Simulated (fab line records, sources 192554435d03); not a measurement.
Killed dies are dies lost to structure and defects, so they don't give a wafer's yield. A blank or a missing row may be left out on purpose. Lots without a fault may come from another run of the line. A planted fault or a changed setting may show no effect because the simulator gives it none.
fab line records | flow n5_finfet | part 1 of 2: steps 1 to 4 of 6
record lots=21 wafers=63 last_day=18
route steps=1938 shown ZERO_LAYER@15 FIN_SAQP@99
lots that met no fault: from a run of the same line without faults
start_h: hours from the record's first day to the start of the lot's first wafer shown | wait_h: hours since the lot's step before | " the same as in the row above | L1.1+2: a row that stands for several wafers | - no value, or no start given | * or withheld: withheld | < > ~ a bound
route shown NAME@n: a module of which the file shows steps, and the number in the route of the first | usual: mean/standard deviation of fault-free wafers | same: alike in all rows | chamber/n: place in a boat | sites: the reading at each site | _std_site: their standard deviation | _edge_site: outer sites' mean less inner sites' | radius_mm: how far each site lies from the wafer's centre | mask NAME#n: copy n | behind: the tool/chamber that last shaped the wafer | hold: why the lot was held/for how many hours/how that ended | device: the transistor (n, p or np) that didn't switch | end of line: the same wafers' tests at the end of the route | a step without rows: its recipe alone | killed: dies lost to structure and defects at the first sort, not the wafer's yield | map: a wafer's dies, x killed, . not, _ none there
set.NAME: the setting as run; set.NAME@STEP: as run at that earlier step | model.NAME: the simulator's own value behind a step, which no gauge read
steps of the route over a sample of lots; a table a step, a row a wafer
services: from which hour (start_h, from the record's first day; less than 0 if before it) a tool's chamber was out of use, for how many hours, and why
## steps
# step N5_ZERO_LAYER_ETCH_17
# recipe chemistry=CF4 target=SiO2 target_depth_a=120 time_s=13.3 ion_energy_ev=350 pressure_mtorr=40 source_w=450 bias_w=215 Ar_flow_sccm=100 cf4_flow_sccm=100
# usual drypump_motor_current_A=5.6/0.58 oes_product_au=0.77/0.081 rf_vpp_V=949/4 showerhead_plenum_p_Torr=2.15/0.06 throttle_valve_pct=15.65/0.22
# columns lot.wafer tool chamber start_h wait_h drypump_motor_current_A oes_product_au rf_hours_counter_h rf_vpp_V showerhead_plenum_p_Torr throttle_valve_pct
L074.2 rie_diel-01 2 13.16 0.0 6.0 0.89 39 952 2.20 15.60
L074.3 " 3 " " 5.9 0.77 139 943 2.06 15.62
L074.6 " 2 " " 6.0 0.88 - 951 2.20 15.61
L076.2 rie_diel-06 1 25.17 0.0 5.0 0.76 169 948 2.14 15.64
L076.5 " 1 " " 5.0 0.75 - 950 2.14 15.66
L076.6 " 0 " " 6.2 0.79 - 944 2.06 15.75
L077.2 rie_diel-06 3 30.72 0.0 5.7 0.85 59 955 2.25 15.50
L077.3 " 2 " " 5.0 0.67 241 947 2.11 15.53
L077.6 " 2 " " 5.0 0.67 - 947 2.11 15.54
L078.2 rie_diel-01 0 36.84 0.0 5.2 0.82 110 950 2.16 15.89
L078.3 " 3 " " 5.9 0.77 148 943 2.06 15.67
L078.6 " 3 " " 5.9 0.77 - 944 2.06 15.67
L079.1 rie_diel-01 1 42.72 0.0 4.8 0.74 157 954 2.22 15.58
L079.2 " 2 " " 6.0 0.87 50 950 2.19 15.64
L079.5 " 0 " " 5.2 0.82 - 948 2.16 15.87
L080.1 rie_diel-03 2 48.72 0.0 6.6 0.72 197 948 2.13 15.90
L080.4 " 3 " " 5.4 0.74 167 954 2.22 15.79
L080.5 " 0 " " 6.5 0.68 - 953 2.20 15.52
L081.3 rie_diel-01 0 54.84 0.0 5.2 0.81 115 948 2.16 15.90
L081.4 " 2 " " 6.0 0.87 53 950 2.19 15.65
L081.6 " 3 " " 5.9 0.75 - 945 2.05 15.67
L082.1 rie_diel-03 0 60.74 0.0 6.5 0.68 212 954 2.20 15.52
L082.2 " 1 " " 5.6 0.66 246 952 2.19 15.79
L082.4 " 2 " " 6.6 0.71 201 947 2.13 15.89
L083.1 rie_diel-01 0 66.84 0.0 5.2 0.81 120 950 2.16 15.90
L083.3 " 2 " " 6.0 0.86 56 950 2.19 15.66
L083.5 " 0 " " 5.2 0.81 - 950 2.16 15.90
L084.3 rie_diel-03 3 72.72 0.0 5.4 0.74 174 954 2.21 15.81
L084.4 " 1 " " 5.7 0.66 248 952 2.19 15.79
L084.6 " 3 " " 5.4 0.73 - 953 2.21 15.78
L085.3 rie_diel-01 3 78.74 0.0 5.9 0.75 161 944 2.05 15.68
L085.5 " 2 " " 6.0 0.85 - 952 2.19 15.67
L085.6 " 3 " " 5.9 0.75 - 943 2.05 15.69
L086.1 rie_diel-06 2 86.10 0.0 5.0 1.00 2 946 2.10 15.05
L086.3 " 0 " " 6.2 0.77 144 943 2.06 15.78
L086.4 " 1 " " 5.1 0.75 - 947 2.13 15.70
L087.3 rie_diel-06 0 90.84 0.0 6.3 0.77 145 943 2.06 15.79
L087.4 " 2 " " 5.0 0.98 3 945 2.10 15.08
L087.5 " 1 " " 5.1 0.74 - 948 2.13 15.69
L088.1 rie_diel-06 2 96.86 0.0 5.0 0.96 5 946 2.10 15.07
L088.3 " 3 " " 5.7 0.82 78 957 2.25 15.54
L088.4 " 0 " " 6.2 0.78 147 944 2.06 15.79
L089.2 rie_diel-03 2 102.97 0.0 6.6 0.69 216 947 2.13 15.92
L089.4 " 2 " " 6.6 0.69 - 946 2.13 15.92
L089.5 " 3 " " 5.4 0.72 - 952 2.21 15.82
L090.1 rie_diel-06 2 108.71 0.0 5.0 0.95 9 947 2.10 15.06
L090.3 " 3 " " 5.7 0.82 82 956 2.25 15.56
L090.5 " 2 " " 5.0 0.95 - 946 2.10 15.09
L092.1 rie_diel-03 2 128.70 0.0 6.6 0.69 221 946 2.12 15.94
L092.2 " 0 " " 6.5 0.67 234 952 2.19 15.55
L092.3 " 3 " " 5.4 0.71 191 954 2.21 15.82
L093.2 rie_diel-01 2 128.82 0.0 6.0 0.83 72 951 2.19 15.68
L093.4 " 0 " " 5.2 0.80 136 949 2.16 15.94
L093.6 " 0 " " 5.2 0.79 - 949 2.16 15.94
L094.3 rie_diel-06 1 133.21 0.0 5.0 0.74 199 947 2.13 15.71
L094.5 " 1 " " 5.1 0.74 - 947 2.13 15.71
L094.6 " 2 " " 5.0 0.93 - 947 2.10 15.10
L095.1 rie_diel-06 3 138.91 0.0 5.7 0.80 91 955 2.24 15.57
L095.3 " 2 " " 5.0 0.92 18 946 2.10 15.07
L095.6 " 2 " " 4.9 0.91 - 945 2.10 15.09
L097.1 rie_diel-01 2 150.86 0.0 6.0 0.81 79 949 2.18 15.70
L097.3 " 1 " " 4.9 0.71 188 952 2.21 15.65
L097.6 " 3 " " 5.9 0.73 - 942 2.05 15.72
# step N5_FIN_SAQP_PECVD_48
# recipe material=SiNx target_thk_a=250 temp_c=400 precursor=SiH4/NH3/N2 pressure_torr=1.5 rf_w=300 time_s=22.1
# usual heater_power_w=760/76 showerhead_plenum_p_Torr=5.12/0.056 throttle_valve_pct=39.2/1.4
# columns lot.wafer tool chamber start_h wait_h heater_power_w showerhead_plenum_p_Torr throttle_valve_pct
L074.2 pecvd-01 0 21.07 0.0 790 5.13 40.2
L074.3 " 1 " " 648 5.18 38.2
L074.6 " 0 " " 818 5.12 40.1
L076.2 pecvd-03 0 33.25 0.0 922 5.07 38.7
L076.5 " 1 " " 775 5.04 40.3
L076.6 " 2 " " 701 5.17 36.2
L077.2 pecvd-03 0 38.73 0.0 848 5.07 38.8
L077.3 " 2 " " 783 5.15 36.1
L077.6 " 2 " " 768 5.16 36.0
L078.2 pecvd-03 2 44.64 0.0 779 5.16 36.1
L078.3 " 1 " " 827 5.05 40.0
L078.6 " 0 " " 870 5.07 38.9
L079.1 pecvd-03 1 50.91 0.0 769 5.02 40.2
L079.2 " 0 " " 906 5.08 38.7
L079.5 " 2 " " 772 5.15 36.4
L080.1 pecvd-04 1 57.01 0.0 733 5.03 40.1
L080.4 " 1 " " 737 5.05 40.2
L080.5 " 2 " " 669 5.21 39.4
L081.3 pecvd-03 2 62.83 0.0 752 5.16 36.4
L081.4 " 1 " " 700 5.06 40.4
L081.6 " 0 " " 855 5.07 39.0
L082.1 pecvd-04 2 68.68 0.0 622 5.20 39.3
L082.2 " 0 " " 718 5.15 41.5
L082.4 " 0 " " 717 5.15 41.5
L083.1 pecvd-04 0 74.98 0.0 697 5.14 41.5
L083.3 " 1 " " 726 5.05 40.2
L083.5 " 2 " " 591 5.21 39.4
L084.3 pecvd-04 1 80.53 0.0 626 5.04 40.1
L084.4 " 1 " " 625 5.03 40.5
L084.6 " 2 " " 693 5.21 39.4
L085.3 pecvd-01 1 87.18 0.0 710 5.19 38.4
L085.5 " 2 " " 864 5.10 39.4
L085.6 " 1 " " 686 5.19 38.1
L086.1 pecvd-01 2 93.79 0.0 768 5.09 39.4
L086.3 " 1 " " 737 5.19 38.3
L086.4 " 1 " " 734 5.19 38.2
L087.3 pecvd-01 1 99.83 0.0 717 5.19 38.0
L087.4 " 1 " " 710 5.19 38.0
L087.5 " 2 " " 815 5.08 39.5
L088.1 pecvd-04 0 105.18 0.0 790 5.14 41.4
L088.3 " 1 " " 749 5.03 40.4
L088.4 " 2 " " 710 5.22 39.8
L089.2 pecvd-03 1 111.15 0.0 821 5.05 40.4
L089.4 " 2 " " 679 5.15 36.4
L089.5 " 1 " " 829 5.06 40.4
L090.1 pecvd-01 0 119.14 0.0 732 5.15 40.4
L090.3 " 2 " " 855 5.09 39.5
L090.5 " 0 " " 729 5.12 40.3
L093.2 pecvd-01 0 137.42 0.0 799 5.14 40.1
L093.4 " 0 " " 790 5.13 40.2
L093.6 " 1 " " 728 5.20 38.0
L092.1 pecvd-01 2 138.02 0.0 848 5.09 39.7
L092.2 " 1 " " 635 5.20 38.5
L092.3 " 0 " " 789 5.12 40.1
L094.3 pecvd-03 1 142.05 0.0 728 5.04 40.2
L094.5 " 1 " " 730 5.03 40.4
L094.6 " 0 " " 889 5.09 38.9
L095.1 pecvd-03 1 147.25 0.0 738 5.04 40.2
L095.3 " 2 " " 679 5.16 36.5
L095.6 " 2 " " 690 5.14 36.8
L097.1 pecvd-01 1 158.80 0.0 685 5.18 38.3
L097.3 " 2 " " 851 5.09 39.5
L097.6 " 0 " " 659 5.13 40.0
# step N5_FIN_SAQP_PECVD_06
# recipe material=a-Si target_thk_a=600 temp_c=400 precursor=SiH4/He pressure_torr=3 rf_w=100 time_s=48.1
# usual heater_power_w=833/74 showerhead_plenum_p_Torr=5.65/0.041 throttle_valve_pct=17.9/0.62
# columns lot.wafer tool chamber start_h wait_h heater_power_w showerhead_plenum_p_Torr throttle_valve_pct
L074.2 pecvd-01 0 21.11 0.0 795 5.65 18.4
L074.3 " 1 " " 817 5.71 17.3
L074.6 " 0 " " 803 5.66 18.3
L076.2 pecvd-03 0 33.29 0.0 981 5.61 17.8
L076.5 " 1 " " 871 5.60 18.4
L076.6 " 2 " " 831 5.68 16.6
L077.2 pecvd-03 0 38.77 0.0 933 5.63 17.6
L077.3 " 2 " " 837 5.70 16.6
L077.6 " 2 " " 818 5.68 16.6
L078.2 pecvd-03 2 44.68 0.0 720 5.68 16.6
L078.3 " 1 " " 786 5.60 18.2
L078.6 " 0 " " 904 5.61 17.5
L079.1 pecvd-03 1 50.95 0.0 902 5.61 18.2
L079.2 " 0 " " 949 5.63 17.9
L079.5 " 2 " " 734 5.68 16.7
L080.1 pecvd-04 1 57.07 0.0 707 5.59 18.4
L080.4 " 1 " " 707 5.60 18.1
L080.5 " 2 " " 725 5.71 17.9
L081.3 pecvd-03 2 62.87 0.0 727 5.67 16.6
L081.4 " 1 " " 870 5.60 18.3
L081.6 " 0 " " 857 5.61 18.0
L082.1 pecvd-04 2 68.72 0.0 700 5.72 18.1
L082.2 " 0 " " 949 5.68 18.7
L082.4 " 0 " " 947 5.66 18.8
L083.1 pecvd-04 0 75.02 0.0 834 5.67 18.6
L083.3 " 1 " " 790 5.59 18.6
L083.5 " 2 " " 699 5.72 17.8
L084.3 pecvd-04 1 80.57 0.0 819 5.57 18.4
L084.4 " 1 " " 799 5.59 18.3
L084.6 " 2 " " 756 5.72 17.9
L085.3 pecvd-01 1 87.22 0.0 787 5.70 17.4
L085.5 " 2 " " 916 5.64 18.0
L085.6 " 1 " " 797 5.69 17.3
L086.1 pecvd-01 2 93.83 0.0 846 5.62 17.7
L086.3 " 1 " " 752 5.70 17.5
L086.4 " 1 " " 754 5.70 17.4
L087.3 pecvd-01 1 99.87 0.0 825 5.71 17.3
L087.4 " 1 " " 822 5.69 17.4
L087.5 " 2 " " 920 5.64 17.9
L088.1 pecvd-04 0 105.22 0.0 926 5.67 18.8
L088.3 " 1 " " 841 5.57 18.3
L088.4 " 2 " " 742 5.72 17.8
L089.2 pecvd-03 1 111.19 0.0 826 5.60 18.1
L089.4 " 2 " " 712 5.67 16.7
L089.5 " 1 " " 825 5.61 18.0
L090.1 pecvd-01 0 119.18 0.0 775 5.66 18.5
L090.3 " 2 " " 938 5.64 18.1
L090.5 " 0 " " 814 5.65 18.5
L093.2 pecvd-01 0 137.46 0.0 796 5.66 18.4
L093.4 " 0 " " 782 5.66 18.2
L093.6 " 1 " " 778 5.71 17.6
L092.1 pecvd-01 2 138.06 0.0 911 5.62 17.8
L092.2 " 1 " " 782 5.71 17.4
L092.3 " 0 " " 834 5.67 18.0
L094.3 pecvd-03 1 142.09 0.0 884 5.61 18.7
L094.5 " 1 " " 882 5.60 18.3
L094.6 " 0 " " 847 5.63 17.8
L095.1 pecvd-03 1 147.29 0.0 919 5.61 18.4
L095.3 " 2 " " 798 5.67 16.8
L095.6 " 2 " " 828 5.68 16.7
L097.1 pecvd-01 1 158.84 0.0 730 5.72 17.5
L097.3 " 2 " " 925 5.64 17.9
L097.6 " 0 " " 836 5.66 18.1
# step N5_FIN_SAQP_ETCH_51
# recipe chemistry=CF4 target=SiARC target_depth_a=455 mask_material=CAR-ArF time_s=75.8 ion_energy_ev=80 pressure_mtorr=40 source_w=545 bias_w=36 Ar_flow_sccm=100 cf4_flow_sccm=100 ends=cleared
# usual drypump_motor_current_A=5.8/0.48 etch_rf_on_time_s=75.9/1.2 oes_product_au=0.68/0.091 rf_vpp_V=184.4/1.2 showerhead_plenum_p_Torr=2.16/0.072 throttle_valve_pct=15.60/0.24
# columns lot.wafer tool chamber start_h wait_h drypump_motor_current_A etch_rf_on_time_s oes_product_au rf_hours_counter_h rf_vpp_V showerhead_plenum_p_Torr throttle_valve_pct
L074.2 rie_diel-05 3 21.82 0.0 5.2 76.7 0.57 244 183.5 2.04 15.91
L074.3 " 1 " " 5.7 74.1 0.60 249 183.8 2.11 15.95
L074.6 " 2 " " 6.5 75.8 0.63 - 184.8 2.23 15.90
L076.2 rie_diel-04 2 33.87 0.0 5.8 73.7 0.63 190 184.3 2.13 15.73
L076.5 " 0 " " 5.2 76.0 0.59 - 183.8 2.13 15.47
L076.6 " 3 " " 6.5 75.5 0.65 - 186.4 2.22 15.56
L077.2 rie_diel-02 0 39.35 0.0 5.8 76.5 0.65 140 184.5 2.06 15.50
L077.3 " 2 " " 6.2 75.7 0.76 31 187.5 2.26 15.24
L077.6 " 2 " " 6.2 75.9 0.76 - 186.0 2.26 15.24
L078.2 rie_diel-05 2 45.38 0.0 6.6 75.0 0.63 188 186.0 2.22 15.93
L078.3 " 3 " " 5.2 76.6 0.56 254 184.0 2.04 15.94
L078.6 " 0 " " 5.8 75.5 0.59 - 182.2 2.10 15.77
L079.1 rie_diel-05 0 51.53 0.0 5.8 76.9 0.59 255 182.8 2.10 15.79
L079.2 " 3 " " 5.2 79.1 0.56 258 182.8 2.04 15.94
L079.5 " 3 " " 5.2 78.9 0.56 - 181.2 2.04 15.95
L080.1 rie_diel-05 2 57.85 0.0 6.5 76.5 0.61 195 185.2 2.22 15.93
L080.4 " 0 " " 5.8 75.2 0.59 - 184.6 2.10 15.80
L080.5 " 3 " " 5.2 78.2 0.55 - 183.7 2.04 15.96
L081.3 rie_diel-04 3 63.45 0.0 6.5 76.2 0.64 158 184.0 2.22 15.58
L081.4 " 2 " " 5.8 74.0 0.63 - 183.3 2.12 15.72
L081.6 " 3 " " 6.5 75.6 0.64 - 185.2 2.21 15.56
L082.1 rie_diel-05 2 69.55 0.0 6.6 76.6 0.62 200 184.9 2.22 15.96
L082.2 " 0 " " 5.8 75.3 0.58 264 182.9 2.09 15.80
L082.4 " 2 " " 6.6 76.5 0.61 - 184.9 2.22 15.96
L083.1 rie_diel-05 2 75.67 0.0 6.5 76.5 0.62 203 185.2 2.22 15.94
L083.3 " 1 " " 5.6 74.4 0.81 7 183.7 2.11 15.49
L083.5 " 0 " " 5.7 75.5 0.58 - 183.9 2.09 15.82
L084.3 rie_diel-05 2 81.28 0.0 6.5 78.1 0.61 206 183.6 2.22 16.00
L084.4 " 2 " " 6.5 77.5 0.60 - 184.7 2.22 15.95
L084.6 " 1 " " 5.6 75.7 0.79 - 183.4 2.10 15.49
L085.3 rie_diel-05 3 87.80 0.0 5.2 75.3 0.83 3 185.3 2.29 15.43
L085.5 " 1 " " 5.6 74.1 0.79 - 185.2 2.10 15.51
L085.6 " 3 " " 5.2 75.7 0.83 - 185.7 2.29 15.46
L086.1 rie_diel-04 1 94.41 0.0 5.3 74.7 0.82 7 185.6 2.18 15.30
L086.3 " 2 " " 5.8 74.5 0.61 212 182.7 2.12 15.76
L086.4 " 0 " " 5.2 76.6 0.58 234 183.6 2.12 15.51
L087.3 rie_diel-04 2 100.56 0.0 5.8 74.4 0.61 215 185.0 2.12 15.77
L087.4 " 3 " " 6.5 75.6 0.64 172 185.1 2.21 15.61
L087.5 " 0 " " 5.2 75.6 0.58 - 183.5 2.12 15.52
L088.1 rie_diel-02 3 105.80 0.0 5.7 77.7 0.59 248 186.0 2.19 15.64
L088.3 " 0 " " 5.8 76.4 0.65 162 183.7 2.05 15.53
L088.4 " 2 " " 6.2 76.9 0.72 52 185.9 2.25 15.28
L089.2 rie_diel-04 0 112.18 0.0 5.2 75.7 0.57 240 183.7 2.12 15.52
L089.4 " 2 " " 5.8 73.9 0.61 218 183.9 2.12 15.76
L089.5 " 2 " " 5.7 74.2 0.61 - 184.3 2.12 15.77
L090.1 rie_diel-02 1 119.89 0.0 5.2 76.4 0.76 32 183.7 2.18 15.40
L090.3 " 0 " " 5.8 76.6 0.64 167 183.2 2.05 15.55
L090.5 " 0 " " 5.8 76.9 0.64 - 181.0 2.05 15.57
L093.2 rie_diel-05 0 138.35 0.0 5.8 75.1 0.79 12 185.0 2.09 15.31
L093.4 " 2 " " 6.5 77.5 0.60 227 184.4 2.21 16.02
L093.6 " 2 " " 6.5 77.7 0.59 - 184.7 2.21 16.00
L092.1 rie_diel-05 3 138.77 0.0 5.2 75.6 0.78 20 185.2 2.29 15.49
L092.2 " 0 " " 5.8 76.1 0.80 12 183.0 2.09 15.32
L092.3 " 1 " " 5.6 74.5 0.75 32 182.1 2.10 15.54
L094.3 rie_diel-02 3 142.83 0.0 5.7 76.2 0.81 3 184.9 2.19 15.15
L094.5 " 3 " " 5.7 76.2 0.81 - 185.8 2.19 15.15
L094.6 " 2 " " 6.2 76.5 0.70 - 185.9 2.24 15.31
L095.1 rie_diel-02 1 147.87 0.0 5.3 76.2 0.75 43 184.1 2.17 15.43
L095.3 " 3 " " 5.7 75.8 0.80 5 184.6 2.19 15.15
L095.6 " 2 " " 6.2 75.8 0.71 - 184.0 2.24 15.33
L097.1 rie_diel-04 3 159.51 0.0 6.5 74.9 0.63 192 185.0 2.20 15.63
L097.3 " 0 " " 5.2 75.2 0.57 258 183.0 2.11 15.57
L097.6 " 2 " " 5.8 73.3 0.60 - 184.2 2.11 15.81
